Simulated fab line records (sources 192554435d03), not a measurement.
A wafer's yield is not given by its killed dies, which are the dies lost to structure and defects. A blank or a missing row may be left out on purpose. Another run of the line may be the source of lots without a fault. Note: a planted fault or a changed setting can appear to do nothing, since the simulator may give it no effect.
Code-filled problem report in 8D (eight disciplines) form || flow n5_finfet || the parts of the form that need people (team, actions taken, sign-off) are left out

## 1. THE PROBLEM
run_length_s at N5_MOL_CONTACT_COAG_ALD_27 reads a mean of 2105.3 s on 4 wafers of 2 lots; wafers without a fault read 2769.4 s with a standard deviation of 0.41. That is -99 or more standard deviations from the usual mean.
The step: deposits SiOC, target thk 17 nm, pulse time 1.5 s, time 2720 s.
Earliest sighting: wafer L354.2 on ald_sin-01 at day 6 18:26. Wafers with a number at this step in the record: 33, from 11 lots. Rule for "out", or "out of limits": more than 4 standard deviations from the usual mean. All remaining wafers that have a number are taken as sound.

## 2. WHAT IT IS, WHAT IT ISN'T
{"question": "which readings at this step", "is": "run_length_s", "is not": "heater_power_w, precursor_pulse_height_rel"}
{"question": "which lots", "is": "L353, L354", "is not": "L347, L350, L351, L352, L365, L366, L367, L368, L370"}
{"question": "which wafers of those lots", "is": "L353.1, L353.2, L353.6, L354.2", "is not": "L354.3, L354.5"}
{"question": "read on which tools", "is": "ald_sin-01", "is not": "ald_sin-02, ald_sin-03"}
{"question": "when", "is": "from day 6 18:26", "is not": "up to then (14 sound wafers); but 15 sound wafers of L365, L366, L367, L368, L370 came after"}

## 3. THE SUSPECTS, EACH WITH WHAT RULES IT OUT
Counting: if a tool at a process step up to the reading ran every lot that is out, it stays a suspect. Sound lots after the first of them don't rule it out here, since some wafers of a struck lot are sound.
- ald_sin-01 at N5_MOL_CONTACT_COAG_ALD_27 (deposits SiOC, target thk 17 nm, pulse time 1.5 s, time 2720 s): kept. Ran every lot that is out, first one L354 (day 6 18:26); last sound lot up to then L352 (day 6 12:32). Its own readings are out on those wafers: run_length_s.
After counting, what remains is ald_sin-01 at N5_MOL_CONTACT_COAG_ALD_27.

## 4. THE CAUSE (what the simulator had put in)
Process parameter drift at N5_MOL_CONTACT_COAG_ALD_27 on ald_sin-01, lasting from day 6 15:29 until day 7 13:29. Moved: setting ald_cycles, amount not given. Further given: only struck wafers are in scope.
Only this tool survived the counting.

## 5. THE EFFECT CHAIN, in route order
Rows list readings where the struck wafers' mean (over those with a number) sits beyond 3 standard deviations from the usual. Scope: only readings with a usual standard deviation given in the record; hours: median across lots of the time from each lot's start at the first step in this table that gives one to its start at this step; sigmas: change in usual standard deviations.
{"hours": 0, "step": "N5_MOL_CONTACT_COAG_ALD_27", "reading": "run_length_s", "usual": "2769.4 s", "on struck wafers": 2105.3, "change": -664.1, "sigmas": "-99 or more"}
It contains these process steps:
- N5_MOL_CONTACT_COAG_ALD_27: deposits SiOC, target thk 17 nm, pulse time 1.5 s, time 2720 s.

## 6. HOW IT WOULD HAVE BEEN CAUGHT EARLIER
First out-of-limits reading in this record: day 6 18:26, which is 3 hours after fault onset at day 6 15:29.
